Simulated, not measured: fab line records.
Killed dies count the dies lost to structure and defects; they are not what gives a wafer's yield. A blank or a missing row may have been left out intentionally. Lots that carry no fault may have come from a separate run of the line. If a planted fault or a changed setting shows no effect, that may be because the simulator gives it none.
Chamber matching + flow n5-finfet + N5_BEOL_M13_CMP_49 on cmp-01 has 4 sister chambers
The step polishes, stops on SiOC, t overpolish 17.1 s, target thk 420 nm. 7 wafers are shown with their chamber, then 7 later ones without.

## EACH WAFER AND ITS CHAMBER
| wafer  | chamber | motor-current-A (A) | overpolish-run-s (s) |
|--------|---------|---------------------|----------------------|
| L080.2 | 3       | 5.4                 | 17.101               |
| L083.3 | 1       | 5.3                 | 17.095               |
| L087.2 | 1       | 5.3                 | 17.104               |
| L087.4 | 0       | 6.2                 | 17.083               |
| L087.6 | 2       | 5.3                 | 17.106               |
| L091.4 | 3       | 5.6                 | 17.087               |
| L091.5 | 0       | 6.5                 | 17.081               |

## WAFERS WITH NO CHAMBER GIVEN
| wafer  | motor-current-A (A) | overpolish-run-s (s) |
|--------|---------------------|----------------------|
| L091.6 | 5.4                 | 17.111               |
| L094.1 | 5.3                 | 17.106               |
| L094.3 | 5.7                 | 17.103               |
| L094.6 | 6.3                 | 17.104               |
| L097.1 | 5.5                 | 17.091               |
| L097.4 | 6.3                 | 17.098               |
| L097.6 | 6.0                 | 17.096               |

## CHAMBER TAKEN BY EACH
| wafer  | from the rows above               | in truth |
|--------|-----------------------------------|----------|
| L091.6 | can't be placed: 2 or 1 or 3      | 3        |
| L094.1 | can't be placed: 2 or 1           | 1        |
| L094.3 | can't be placed: 3 or 2 or 1      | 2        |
| L094.6 | 0                                 | 0        |
| L097.1 | can't be placed: 3 or 1           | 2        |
| L097.4 | 0                                 | 0        |
| L097.6 | can't be placed: 0 or 3 or 1 or 2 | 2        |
Placed correctly: 2 of 7. From these rows, 5 cannot be placed; in 4 the true chamber is one of the candidates. Number placed wrongly: 0.
How it was worked out, from the rows above alone: a wafer's distance from a chamber is the root of the sum, over the readings, of the square of ((its reading less the chamber's mean) divided by the reading's scatter). If the next closest chamber is less than 2 further off than the closest, the wafer can't be placed; otherwise it belongs to the closest. For every chamber, the mean is computed from those of its wafers that are shown. How the scatter is found: for the shown wafers, subtract from each reading the mean of its chamber, square and add these, divide the total by (wafers less chambers), then take the root.
